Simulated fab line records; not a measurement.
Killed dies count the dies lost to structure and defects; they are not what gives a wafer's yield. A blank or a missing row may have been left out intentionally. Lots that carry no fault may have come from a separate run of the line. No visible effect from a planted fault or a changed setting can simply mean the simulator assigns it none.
The tool behind it: which one? / flow nand_harc / 36 wafers from 12 lots sampled at 6 of the route's 1302 steps

== WHAT THE GAUGES SHOWED, per wafer ==
NHARC_P_M0_CD_MEAS_09: the cd target is 90 nm.
lot=L797; measured=day 6 17:22; on=cd_sem-02; cd_nm (nm)=91.1 90.0 90.3
lot=L798; measured=day 7 01:20; on=cd_sem-02; cd_nm (nm)=91.6 92.2 91.3
lot=L800; measured=day 7 20:28; on=cd_sem-03; cd_nm (nm)=90.4 89.4 90.4
lot=L801; measured=day 8 06:47; on=cd_sem-01; cd_nm (nm)=91.0 92.1 89.6
lot=L802; measured=day 8 09:34; on=cd_sem-02; cd_nm (nm)=88.9 89.9 89.0
lot=L803; measured=day 8 22:55; on=cd_sem-02; cd_nm (nm)=89.9 90.3 89.8
lot=L805; measured=day 9 21:53; on=cd_sem-02; cd_nm (nm)=89.4 90.4 89.9
lot=L806; measured=day 10 08:26; on=cd_sem-03; cd_nm (nm)=90.6 89.8 89.8
lot=L812; measured=day 13 03:32; on=cd_sem-01; cd_nm (nm)=87.3 87.5 87.2
lot=L816; measured=day 14 04:46; on=cd_sem-01; cd_nm (nm)=87.3 87.1 87.0
lot=L817; measured=day 14 14:50; on=cd_sem-03; cd_nm (nm)=90.3 90.0 89.1
lot=L818; measured=day 15 00:54; on=cd_sem-01; cd_nm (nm)=90.9 90.5 90.2

NHARC_P_M0_INSPECT_11.
lot=L797; measured=day 6 17:29; on=defect_inspect-02; raw_defect_count=8 5 2
lot=L798; measured=day 7 01:27; on=defect_inspect-01; raw_defect_count=3 6 1
lot=L800; measured=day 7 20:36; on=defect_inspect-01; raw_defect_count=2 5 1
lot=L801; measured=day 8 06:55; on=defect_inspect-01; raw_defect_count=3 2 2
lot=L802; measured=day 8 09:41; on=defect_inspect-01; raw_defect_count=5 5 3
lot=L803; measured=day 8 23:02; on=defect_inspect-02; raw_defect_count=2 4 2
lot=L805; measured=day 9 22:01; on=defect_inspect-01; raw_defect_count=4 4 2
lot=L806; measured=day 10 08:34; on=defect_inspect-02; raw_defect_count=4 1 2
lot=L812; measured=day 13 03:39; on=defect_inspect-02; raw_defect_count=7 8 9
lot=L816; measured=day 14 04:53; on=defect_inspect-01; raw_defect_count=2 3 8
lot=L817; measured=day 14 14:58; on=defect_inspect-01; raw_defect_count=6 4 2
lot=L818; measured=day 15 01:02; on=defect_inspect-01; raw_defect_count=6 1 4

NHARC_END_SORT_01.
lot=L816; measured=day 32 23:49; on=prober-02; defect_limited_yield (%)=93.1 90.7 91.0; killed_at_array=45 61 59; killed_at_other=0 0 0; killed_at_periphery=2 2 2; killed_dies=47 63 61; killed_open=2 3 0; killed_short=0 4 2

== WHAT TOOL EACH LOT RAN ON (gives the tool, then ch and the chambers of the sampled wafers, and finally the start) ==
lot=L797; NHARC_P_CONTACT_CVD_23=cvd_w-01 ch 0,1, day 6 16:05 or earlier; NHARC_P_CONTACT_CMP_24=cmp-04 ch 0,1,2, day 6 16:05; NHARC_P_M0_PEB_07=litho_track-04 ch 0, day 6 17:17
lot=L798; NHARC_P_CONTACT_CVD_23=cvd_w-01 ch 0,1, day 7 00:03 or earlier; NHARC_P_CONTACT_CMP_24=cmp-02 ch 0,2,3, day 7 00:03; NHARC_P_M0_PEB_07=litho_track-01 ch 0, day 7 01:15
lot=L800; NHARC_P_CONTACT_CVD_23=cvd_w-02 ch 0,1, day 7 19:11 or earlier; NHARC_P_CONTACT_CMP_24=cmp-01 ch 1,3, day 7 19:11; NHARC_P_M0_PEB_07=litho_track-01 ch 0, day 7 20:23
lot=L801; NHARC_P_CONTACT_CVD_23=cvd_w-01 ch 0,1, day 8 05:36 or earlier; NHARC_P_CONTACT_CMP_24=cmp-04 ch 0,3, day 8 05:36; NHARC_P_M0_PEB_07=litho_track-06 ch 0, day 8 06:42
lot=L802; NHARC_P_CONTACT_CVD_23=cvd_w-01 ch 0,1, day 8 08:16 or earlier; NHARC_P_CONTACT_CMP_24=cmp-02 ch 0,1,3, day 8 08:16; NHARC_P_M0_PEB_07=litho_track-04 ch 0, day 8 09:29
lot=L803; NHARC_P_CONTACT_CVD_23=cvd_w-02 ch 0,1, day 8 21:37 or earlier; NHARC_P_CONTACT_CMP_24=cmp-02 ch 1,2, day 8 21:37; NHARC_P_M0_PEB_07=litho_track-01 ch 0, day 8 22:50
lot=L805; NHARC_P_CONTACT_CVD_23=cvd_w-02 ch 0,1, day 9 20:35 or earlier; NHARC_P_CONTACT_CMP_24=cmp-01 ch 2,3, day 9 20:35; NHARC_P_M0_PEB_07=litho_track-04 ch 0, day 9 21:49
lot=L806; NHARC_P_CONTACT_CVD_23=cvd_w-02 ch 0,1, day 10 07:17 or earlier; NHARC_P_CONTACT_CMP_24=cmp-02 ch 0,1,2, day 10 07:17; NHARC_P_M0_PEB_07=litho_track-06 ch 0, day 10 08:21
lot=L812; NHARC_P_CONTACT_CVD_23=cvd_w-01 ch 0,1, day 13 02:14 or earlier; NHARC_P_CONTACT_CMP_24=cmp-02 ch 0,1,2, day 13 02:14; NHARC_P_M0_PEB_07=litho_track-01 ch 0, day 13 03:27
lot=L816; NHARC_P_CONTACT_CVD_23=cvd_w-01 ch 0, day 14 03:28 or earlier; NHARC_P_CONTACT_CMP_24=cmp-04 ch 0,2, day 14 03:28; NHARC_P_M0_PEB_07=litho_track-01 ch 0, day 14 04:41
lot=L817; NHARC_P_CONTACT_CVD_23=cvd_w-01 ch 0,1, day 14 13:32 or earlier; NHARC_P_CONTACT_CMP_24=cmp-04 ch 0,3, day 14 13:32; NHARC_P_M0_PEB_07=litho_track-04 ch 0, day 14 14:45
lot=L818; NHARC_P_CONTACT_CVD_23=cvd_w-01 ch 1, day 14 23:37 or earlier; NHARC_P_CONTACT_CMP_24=cmp-02 ch 1,2,3, day 14 23:37; NHARC_P_M0_PEB_07=litho_track-06 ch 0, day 15 00:49
- NHARC_P_CONTACT_CVD_23: deposits W, target thk 200 nm, time 557 s.
- NHARC_P_CONTACT_CMP_24: polishes, t overpolish 30 s, target thk 200 nm.
- NHARC_P_M0_PEB_07: peb time 65 s.

== AS READ BY THE TOOLS THEMSELVES (means over the sampled wafers that have a number; for cases with no such wafer, the mark the record gives instead) ==
NHARC_P_CONTACT_CVD_23.
lot=L797; tool=cvd_w-01; heater_power_w (W)=452; mfc_h2_sccm (sccm)=1601; throttle_valve_pct (%)=8.26
lot=L798; tool=cvd_w-01; heater_power_w (W)=473; mfc_h2_sccm (sccm)=1600; throttle_valve_pct (%)=8.61
lot=L800; tool=cvd_w-02; heater_power_w (W)=495; mfc_h2_sccm (sccm)=1603; throttle_valve_pct (%)=8.21
lot=L801; tool=cvd_w-01; heater_power_w (W)=469; mfc_h2_sccm (sccm)=1600; throttle_valve_pct (%)=8.35
lot=L802; tool=cvd_w-01; heater_power_w (W)=450; mfc_h2_sccm (sccm)=1603; throttle_valve_pct (%)=8.36
lot=L803; tool=cvd_w-02; heater_power_w (W)=489; mfc_h2_sccm (sccm)=1599; throttle_valve_pct (%)=8.16
lot=L805; tool=cvd_w-02; heater_power_w (W)=492; mfc_h2_sccm (sccm)=1596; throttle_valve_pct (%)=8.38
lot=L806; tool=cvd_w-02; heater_power_w (W)=499; mfc_h2_sccm (sccm)=1605; throttle_valve_pct (%)=8.36
lot=L812; tool=cvd_w-01; heater_power_w (W)=456; mfc_h2_sccm (sccm)=1598; throttle_valve_pct (%)=8.36
lot=L816; tool=cvd_w-01; heater_power_w (W)=486; mfc_h2_sccm (sccm)=1603; throttle_valve_pct (%)=8.39
lot=L817; tool=cvd_w-01; heater_power_w (W)=460; mfc_h2_sccm (sccm)=1600; throttle_valve_pct (%)=8.44
lot=L818; tool=cvd_w-01; heater_power_w (W)=421; mfc_h2_sccm (sccm)=1597; throttle_valve_pct (%)=8.22

NHARC_P_CONTACT_CMP_24.
lot=L797; tool=cmp-04; edge_zone_pressure_frac=1.000; motor_current_A (A)=13.0; overpolish_run_s (s)=30.000; time_to_endpoint_s (s)=32
lot=L798; tool=cmp-02; edge_zone_pressure_frac=1.001; motor_current_A (A)=11.4; overpolish_run_s (s)=30.005; time_to_endpoint_s (s)=40
lot=L800; tool=cmp-01; edge_zone_pressure_frac=1.000; motor_current_A (A)=12.6; overpolish_run_s (s)=29.988; time_to_endpoint_s (s)=43
lot=L801; tool=cmp-04; edge_zone_pressure_frac=0.999; motor_current_A (A)=11.1; overpolish_run_s (s)=29.998; time_to_endpoint_s (s)=34
lot=L802; tool=cmp-02; edge_zone_pressure_frac=1.008; motor_current_A (A)=12.3; overpolish_run_s (s)=30.011; time_to_endpoint_s (s)=38
lot=L803; tool=cmp-02; edge_zone_pressure_frac=1.004; motor_current_A (A)=12.0; overpolish_run_s (s)=29.999; time_to_endpoint_s (s)=43
lot=L805; tool=cmp-01; edge_zone_pressure_frac=0.997; motor_current_A (A)=11.4; overpolish_run_s (s)=30.003; time_to_endpoint_s (s)=35
lot=L806; tool=cmp-02; edge_zone_pressure_frac=0.997; motor_current_A (A)=11.9; overpolish_run_s (s)=30.006; time_to_endpoint_s (s)=41
lot=L812; tool=cmp-02; edge_zone_pressure_frac=0.998; motor_current_A (A)=11.9; overpolish_run_s (s)=29.996; time_to_endpoint_s (s)=41
lot=L816; tool=cmp-04; edge_zone_pressure_frac=1.009; motor_current_A (A)=12.2; overpolish_run_s (s)=30.003; time_to_endpoint_s (s)=36
lot=L817; tool=cmp-04; edge_zone_pressure_frac=1.001; motor_current_A (A)=10.9; overpolish_run_s (s)=29.998; time_to_endpoint_s (s)=36
lot=L818; tool=cmp-02; edge_zone_pressure_frac=1.006; motor_current_A (A)=11.8; overpolish_run_s (s)=29.996; time_to_endpoint_s (s)=44

NHARC_P_M0_PEB_07.
lot=L797; tool=litho_track-04; heater_power_total_W (W)=156.6; plate_temp_C (C)=99.93
lot=L798; tool=litho_track-01; heater_power_total_W (W)=156.8; plate_temp_C (C)=99.91
lot=L800; tool=litho_track-01; heater_power_total_W (W)=156.6; plate_temp_C (C)=100.06
lot=L801; tool=litho_track-06; heater_power_total_W (W)=156.8; plate_temp_C (C)=99.88
lot=L802; tool=litho_track-04; heater_power_total_W (W)=156.8; plate_temp_C (C)=99.97
lot=L803; tool=litho_track-01; heater_power_total_W (W)=156.8; plate_temp_C (C)=100.03
lot=L805; tool=litho_track-04; heater_power_total_W (W)=156.4; plate_temp_C (C)=99.80
lot=L806; tool=litho_track-06; heater_power_total_W (W)=157.0; plate_temp_C (C)=100.19
lot=L812; tool=litho_track-01; heater_power_total_W (W)=154.7; plate_temp_C (C)=99.34
lot=L816; tool=litho_track-01; heater_power_total_W (W)=154.4; plate_temp_C (C)=99.38
lot=L817; tool=litho_track-04; heater_power_total_W (W)=156.3; plate_temp_C (C)=100.02
lot=L818; tool=litho_track-06; heater_power_total_W (W)=157.1; plate_temp_C (C)=100.21

== THE ANSWER, worked out from the rows above alone ==
Rule: the usual values come from the lots themselves. The widest of any qualifying gaps counts: lots, ordered by their means at a reading, are off when they make up no more than a third of the lots, leave a main group of 4 or more, and stand apart from it by 3 or more times the standard deviation of that group's means. A main group whose means are all the same, to the digits that the tables above print for the reading, isn't used. Also off: a lot with no number at a reading for which 4 or more lots have one. All remaining lots with rows at the step are treated as sound. Order of review: gauges by route order, followed by the tools' own readings, for which a lot's mean as printed above is used. At the first step where some lot is off, the reading lying furthest off is the one used; lots without a number count as furthest.
Off: L812, L816 (NHARC_P_M0_CD_MEAS_09, cd_nm). For the main group the mean is 90.3 nm and the standard deviation 0.64.
A tool fits if, at a process step before that reading, it ran every lot that is off, and no sound lot after the first of them. Not tried: the gauges at NHARC_P_M0_CD_MEAS_09; whatever is off there is also off at NHARC_P_M0_PEB_07, on other tools, and gauge error can't account for it. NHARC_P_CONTACT_CVD_23 gives no start for some lots, so the hours and the order of its lots are those of NHARC_P_CONTACT_CMP_24. One candidate fits, namely litho_track-01 at NHARC_P_M0_PEB_07. A fault onset in the window from L803 (day 8 22:50, its last sound lot) to L812 (day 13 03:27, its first lot off) fits.
The tool's own readings at NHARC_P_M0_PEB_07 bear it out: on the lots that are off they differ by more than 5 times the standard deviation of the sound lots' means. heater_power_total_W reads 154.6 W there against 156.7 W on the sound lots; plate_temp_C reads 99.36 C there against 100.00 C on the sound lots.

== WHAT THE SIMULATOR HAD INSERTED ==
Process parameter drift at NHARC_P_M0_PEB_07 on litho_track-01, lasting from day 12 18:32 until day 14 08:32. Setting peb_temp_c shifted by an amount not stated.
Lots struck among those shown: L812, L816. Same finding as the rule above.
